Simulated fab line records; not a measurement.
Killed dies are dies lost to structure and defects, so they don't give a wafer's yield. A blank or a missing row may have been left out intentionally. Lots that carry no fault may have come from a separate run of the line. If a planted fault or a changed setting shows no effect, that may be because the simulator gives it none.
8D (eight disciplines) problem report, filled in by code	flow n5-finfet	the parts of the form that need people (team, actions taken, sign-off) are left out

== 1. WHAT WENT WRONG ==
killed-at-front-end at N5_PASSIVATION_PROBE_49 reads a mean of 135 on 6 wafers of 2 lots; wafers without a fault read 42 with a standard deviation of 12. Measured from the usual mean, that is +7.8 standard deviations.
The first sign was on wafer L520.2 at day 18 08:25, on prober-01. The record has a number at this step for 6 wafers belonging to 2 lots. Rule for "out", or "out of limits": more than 4 standard deviations from the usual mean. Any other wafer with a number is counted as sound.

== 2. WHAT IT IS AND WHAT IT IS NOT ==
question	is	is not
which readings at this step	killed-at-front-end	killed_at_M0_to_M3, killed_at_M4_up, killed-at-contacts, killed-at-other, killed-open, killed-short
which lots	L519, L520	-
which wafers of those lots	all that have a number	-
read on which tools	prober-01	-
when	from day 18 08:25	up to then (0 sound wafers)

== 3. THE SUSPECTS, EACH WITH WHAT RULES IT OUT ==
Counting: a tool stays on the suspect list if, at a process step up to the reading, it processed all lots that are out and no sound lot following the first of them.
- ald-sin-03 at N5_GATE_CUT_ALD_22 (deposits SiNx, target thk 16 nm, pulse time 1 s, ald cycles 320): kept. It ran every lot that is out, first L520 (day 10 09:11), and no sound lot after that.
- rie-diel-02 at N5_PASSIVATION_ETCH_15 (etches SiCN in CF4/N2, target depth 75 nm, time 81.2 s): kept. It ran every lot that is out, first L520 (day 18 08:25), and no sound lot after that. With no start given for some of its lots, N5_PASSIVATION_ETCH_15 uses the hours and lot order of N5_PASSIVATION_PROBE_49.
- prober-01 at N5_PASSIVATION_PROBE_49: kept. It ran every lot that is out, first L520 (day 18 08:25), and no sound lot after that. Its own killed-at-front-end readings are out on those wafers.
ald-sin-03 at N5_GATE_CUT_ALD_22, rie-diel-02 at N5_PASSIVATION_ETCH_15 and prober-01 at N5_PASSIVATION_PROBE_49 are what is left after counting.

== 4. THE CAUSE (what the simulator had put in) ==
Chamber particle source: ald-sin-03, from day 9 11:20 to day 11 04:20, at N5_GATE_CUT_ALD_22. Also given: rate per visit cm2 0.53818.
3 suspects survive the count, and this tool is in that group.

== 5. THE EFFECT CHAIN, in route order ==
Each row: a reading where the mean over the struck wafers with a number is more than 3 standard deviations away from the usual. Only readings for which the record gives a usual standard deviation are gone through. hours: the time from each lot's start at the first step in this table that gives one to its start at this step, as a median over the lots. sigmas: the change in usual standard deviations.
hours	step	reading	usual	on struck wafers	change	sigmas
0	N5_PASSIVATION_PROBE_49	killed-at-front-end	42	135	+93	+7.8
0	N5_PASSIVATION_PROBE_49	killed-dies	103	191	+88	+4.9
The process steps in it:
- N5_PASSIVATION_PROBE_49

== 6. HOW IT WOULD HAVE BEEN CAUGHT EARLIER ==
213 hours passed between the start of the fault at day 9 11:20 and the first reading out of limits in this record, taken at day 18 08:25.
Tool readings at N5_GATE_CUT_ALD_22 with a usual standard deviation given in the record: none out on any struck wafer, hence no alarm at a limit of 4 standard deviations on them.
The start of N5_GATE_CUT_ALD_22 on ald-sin-03 came by day 18 08:25 for every one of the lots that are out (2). Holding the tool at that point would not have protected any of them.
